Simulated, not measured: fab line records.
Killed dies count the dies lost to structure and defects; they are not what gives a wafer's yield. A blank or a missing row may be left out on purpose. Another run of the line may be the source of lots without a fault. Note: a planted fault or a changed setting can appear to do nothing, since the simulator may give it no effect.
A lot that was struck, set against a sound lot | flow nandHarc | 24 out of 1159 route steps
Sound: these wafers, L128.4, L128.5, L128.6. Struck: wafers L126.2, L126.4, L126.5. The cause is named last.
Order at every step that has rows: each side's tool, ch and its chambers, its first start. Under that, the readings that differ: sound wafers | struck wafers | difference of the means | sigmas: that difference in standard deviations of wafers without a fault.
alike: same words and numbers on both sides, and readings whose means sit less than 2 such deviations apart. not compared: any withheld reading, any reading some wafer has no value for, any bound like >300 that may hide the same value, and any number with overlapping values for which the record gives no deviation.
The two part at a step that has a row with sigmas, a row that says differs or no value, or rows on one side only. Numbers that don't overlap but have no deviation are shown without sigmas and don't part them. A reading missing from all wafers of one side parts the sides only when that side holds two or more wafers.

first, 4 steps without rows for these wafers: NHARC_P_GATE_PRECLEAN_71 (cleans in SC1); NHARC_P_GATE_SRD_72; NHARC_P_GATE_OXIDE_16 (material SiO2, target thk 3 nm, ox time 392 s); NHARC_P_GATE_CVD_17 (deposits poly-Si, target thk 150 nm, time 900 s).
NHARC_P_GATE_HM_DEP_102: deposits aC, target thk 120 nm.
  sound on aclDep-01 ch 0, day 9 05:11; struck on aclDep-01 ch 0, day 8 17:51
  alike: throttleValvePct
then, 7 steps without rows for these wafers: NHARC_P_GATE_DEP_103 (deposits SiON, target thk 30 nm); NHARC_P_GATE_DEHYDRATE_18 (time 120 s); NHARC_P_GATE_HMDS_19 (time 30 s); NHARC_P_GATE_COAT_20 (resist thk 90 nm); NHARC_P_GATE_SOFTBAKE_21 (time 55 s); NHARC_P_GATE_EBR_22; NHARC_P_GATE_EXPOSE_23 (exposes mask P GATE, target cd 120 nm).
NHARC_P_GATE_PEB_24: peb time 65 s.
  sound on lithoTrack-04 ch 0, day 9 06:01; struck on lithoTrack-01 ch 0, day 8 19:01
reading               | sound             | struck            | difference | sigmas
heaterPowerTotalW (W) | 157.3 155.9 156.9 | 166.0 165.6 165.9 | +9.1       | +22
then, 1 step without rows for these wafers: NHARC_P_GATE_DEVELOP_25 (develop time 35 s).
NHARC_P_GATE_CD_MEAS_26: the cd target is 120 nm.
  sound on cdSem-03 ch 0, day 9 06:06; struck on cdSem-03 ch 0, day 8 19:05
reading   | sound             | struck            | difference | sigmas
cdNm (nm) | 119.2 120.0 119.7 | 123.2 123.2 123.7 | +3.7       | +6
NHARC_P_GATE_OVL_MEAS_27:
  sound: overlay-02 at day 9 06:11; struck: overlay-01 at day 8 19:11
  alike: overlayXNm, overlayYNm
NHARC_P_GATE_INSPECT_28:
  sound: defectInspect-02 at day 9 06:13; struck: defectInspect-01 at day 8 19:13
  alike: rawDefectCount
NHARC_P_GATE_DESCUM_31: chemistry O2, time 3 s.
  sound on rieDiel-12 ch 0,1,3, day 9 06:19; struck on rieDiel-03 ch 1,2,3, day 8 19:17
reading                | sound           | struck            | difference | sigmas
model.P_GATE.cdNm (nm) | 120 119.7 118.9 | 124.2 123.8 123.1 | +4.2       | 
  alike: drypumpMotorCurrentA, oesProductAu, rfVppV, showerheadPlenumPTorr, throttleValvePct
  not compared: rfHoursCounterH
NHARC_P_GATE_ETCH_104: etches the open film in CF4/CHF3, target depth 60 nm.
  sound on rieDiel-12 ch 2,3, day 9 06:45; struck on rieDiel-03 ch 0,3, day 8 19:22
reading                  | sound             | struck            | difference | sigmas
drypumpMotorCurrentA (A) | 5.4 4.7 5.4       | 6.3 5.6 6.3       | +0.9       | +2
oesProductAu (a.u.)      | 0.917 0.913 0.921 | 0.980 0.966 0.982 | +0.059     | +3
  alike: rfVppV, showerheadPlenumPTorr, throttleValvePct
NHARC_P_GATE_HM_OPEN_105: chemistry O2/COS, target depth 360 nm.
  sound on rieDiel-12 ch 0,1; struck on rieDiel-03 ch 0,1
  alike: drypumpMotorCurrentA, oesProductAu, rfVppV, showerheadPlenumPTorr, throttleValvePct
  not compared: rfHoursCounterH
then, 1 step without rows for these wafers: NHARC_P_GATE_STRIP_106 (strips in O2/COS).
NHARC_P_GATE_ETCH_114: etches the open film in CF4/O2, target depth 30 nm, overetch 3 nm, time 16.5 s.
  sound on rieDiel-12 ch 1,2; struck on rieDiel-03 ch 0,2
  alike: drypumpMotorCurrentA, oesProductAu, rfVppV, showerheadPlenumPTorr, throttleValvePct
  not compared: rfHoursCounterH
NHARC_P_GATE_ETCH_32: etches the open film in HBr/Cl2, target depth 150 nm, time 100.1 s.
  sound on rieSi-03 ch 0,3, day 9 07:11; struck on rieSi-03 ch 0,1,2, day 8 19:46
  alike: drypumpMotorCurrentA, heBacksideLeakSccm, mfcCl2Sccm, oesProductAu, throttleValvePct
  not compared: rfHoursCounterH, model.P_GATE.cdNm
NHARC_P_GATE_STRIP_108: strips in O2.
  sound on rieDiel-03 ch 1,2,3, day 9 07:23; struck on rieDiel-03 ch 1,2, day 8 19:55
  alike: drypumpMotorCurrentA, oesProductAu, rfVppV, showerheadPlenumPTorr, throttleValvePct
  not compared: rfHoursCounterH

== WHERE THEY PART ==
Last at NHARC_P_GATE_ETCH_104 as far as this record goes, first at NHARC_P_GATE_PEB_24. Later steps at which nothing parts them and some readings are alike: NHARC_P_GATE_HM_OPEN_105, NHARC_P_GATE_ETCH_114, NHARC_P_GATE_ETCH_32, NHARC_P_GATE_STRIP_108.

WHY: what the simulator had put in
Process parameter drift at NHARC_P_GATE_PEB_24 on lithoTrack-01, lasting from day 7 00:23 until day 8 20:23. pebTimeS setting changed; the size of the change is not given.
